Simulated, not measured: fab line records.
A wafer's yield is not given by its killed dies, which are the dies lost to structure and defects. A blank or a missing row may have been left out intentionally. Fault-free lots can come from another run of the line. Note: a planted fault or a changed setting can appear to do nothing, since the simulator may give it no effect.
A lot that was struck, set against a sound lot :: flow n5 finfet :: 16 steps out of a route of 1938
Sound: the wafers L996.2, L996.4, L996.6. Wafers struck: L104.2, L104.4, L104.6. The cause is named last.
Per side, at each step with rows, come the tool, then ch with its chambers, and then its first start. Under that, the readings that differ: sound wafers :: struck wafers :: difference of the means :: sigmas: that difference in standard deviations of wafers without a fault.
alike: same words and numbers on both sides, and readings whose means sit less than 2 such deviations apart. not compared: any withheld reading, any reading some wafer has no value for, any bound like >300 that may hide the same value, and any number with overlapping values for which the record gives no deviation.
A row with sigmas, a row that says differs or no value, or rows on one side alone: a step with any of these is where the two part. Numbers that don't overlap but have no deviation are shown without sigmas and don't part them. A reading missing from all wafers of one side parts the sides only when that side holds two or more wafers.

N5_BEOL_M3_INSPECT_30: inspects for defects (brightfield).
  sound on defect inspect-02, day 11 02:51; struck on defect inspect-01, day 12 22:37
reading: raw defect count
sound: 606 543 406
struck: 349 318 258
difference: -210
sigmas: -3
N5_BEOL_M3_DESCUM_33: chemistry O2, time 7 s.
  sound on rie diel-01 ch 0,1, day 11 02:53; struck on rie diel-01 ch 1,2, day 12 22:39
  alike: drypump motor current A, o2 flow sccm, oes product au, rf vpp V, showerhead plenum p Torr, throttle valve pct
  not compared: rf hours counter h
then, 2 steps without rows for these wafers: N5_BEOL_M3_ETCH_77 (etches underlayer in N2/H2, target depth 6.5 nm, time 5.2 s); N5_BEOL_M3_ETCH_69 (etches SiARC in CF4, target depth 15.6 nm, time 26 s).
N5_BEOL_M3_ALD_98: deposits SiO2, target thk 2.5 nm, pulse time 1 s, co reactant pulse time 1 s.
  sound on ald sin-03 ch 1,2, day 11 03:30; struck on ald sin-04 ch 0,2, day 12 22:47
  alike: heater power w, precursor pulse height rel
N5_BEOL_M3_ETCHBACK_99: etches SiO2 in CHF3, target depth 5 nm, time 10.4 s.
  sound on rie diel-01 ch 0,2, day 11 03:38; struck on rie diel-06 ch 1,2,3, day 13 07:42
  alike: drypump motor current A, oes_ar_750_au, oes_f_703_au, oes product au, rf vpp V, showerhead plenum p Torr, throttle valve pct
  not compared: rf hours counter h
N5_BEOL_M3_ETCH_70: etches SOC in N2/H2, target depth 80 nm, overetch 16 nm, time 120 s.
  sound on rie diel-01 ch 0,2, day 11 03:40; struck on rie diel-06 ch 1,2,3, day 13 07:44
reading: n2 flow sccm (sccm)
sound: 201.2 200.7 200.5
struck: 199.3 199.7 199.5
difference: -1.3
sigmas: -2
  alike: bias w, drypump motor current A, oes product au, rf vpp V, showerhead plenum p Torr, throttle valve pct
  not compared: rf hours counter h
then, 4 steps without rows for these wafers: N5_BEOL_M3_STRIP_71 (strips in N2/H2); N5_BEOL_M3_STRIP_78 (strips in N2/H2); N5_BEOL_M3_VIA_ETCH_34 (etches the open film in C4F6/O2, target depth 69.4 nm, time 65.9 s); N5_BEOL_M3_STRIP_83 (strips in C4F6/O2).
N5_BEOL_M3_STRIP_36: strips in N2/H2.
  sound on rie diel-01 ch 0,2, day 11 03:50; struck on rie diel-06 ch 1,2,3, day 13 07:54
  alike: drypump motor current A, n2 flow sccm, oes product au, rf vpp V, showerhead plenum p Torr, throttle valve pct
  not compared: rf hours counter h
N5_BEOL_M3_TRENCH_ETCH_37: etches SiOC in C4F6/O2, target depth 55.555 nm, time 29.2 s.
  sound on rie diel-01 ch 0,2, day 11 03:52; struck on rie diel-06 ch 1,2,3, day 13 07:56
reading: bias w (W)
sound: 185.0 185.4 185.5
struck: 170.3 169.6 170.1
difference: -15.3
sigmas: -27

reading: rf vpp V (V)
sound: 657 666 658
struck: 607 611 629
difference: -45
sigmas: -6

reading: model.BEOL_M3.feature depth nm (nm)
sound: 55.4 55 55.4
struck: 53.8 53.4 54.6
difference: -1.3
sigmas: 

reading: model.etch.depth nm (nm)
sound: 55.4 55.01 55.34
struck: 53.78 53.36 54.66
difference: -1.32
sigmas: 
  alike: drypump motor current A, oes_ar_750_au, oes_f_703_au, oes product au, showerhead plenum p Torr, throttle valve pct
  not compared: rf hours counter h
then, 1 step without rows for these wafers: N5_BEOL_M3_ETCH_41 (etches SiCN in CH3F/O2, target depth 29.9 nm, time 52.5 s).
N5_BEOL_M4_RC_MEAS_101:
  sound on prober-02 ch 0, day 11 18:56; struck on prober-02 ch 0, day 13 22:02
reading: ION_P (uA/um)
sound: 470 478 471
struck: 457 461 454
difference: -16
sigmas: -2
  alike: DIBL_N, DIBL_P, IOFF_N, IOFF_P, ION_N, SS_N, SS_P, VT_N, VT_P
following that, these wafers have no rows for 1 step: N5_PASSIVATION_PROBE_49.

== WHERE THEY PART ==
Earliest at N5_BEOL_M3_INSPECT_30; latest, in this record, at N5_BEOL_M4_RC_MEAS_101.

WHY: the cause the simulator had injected
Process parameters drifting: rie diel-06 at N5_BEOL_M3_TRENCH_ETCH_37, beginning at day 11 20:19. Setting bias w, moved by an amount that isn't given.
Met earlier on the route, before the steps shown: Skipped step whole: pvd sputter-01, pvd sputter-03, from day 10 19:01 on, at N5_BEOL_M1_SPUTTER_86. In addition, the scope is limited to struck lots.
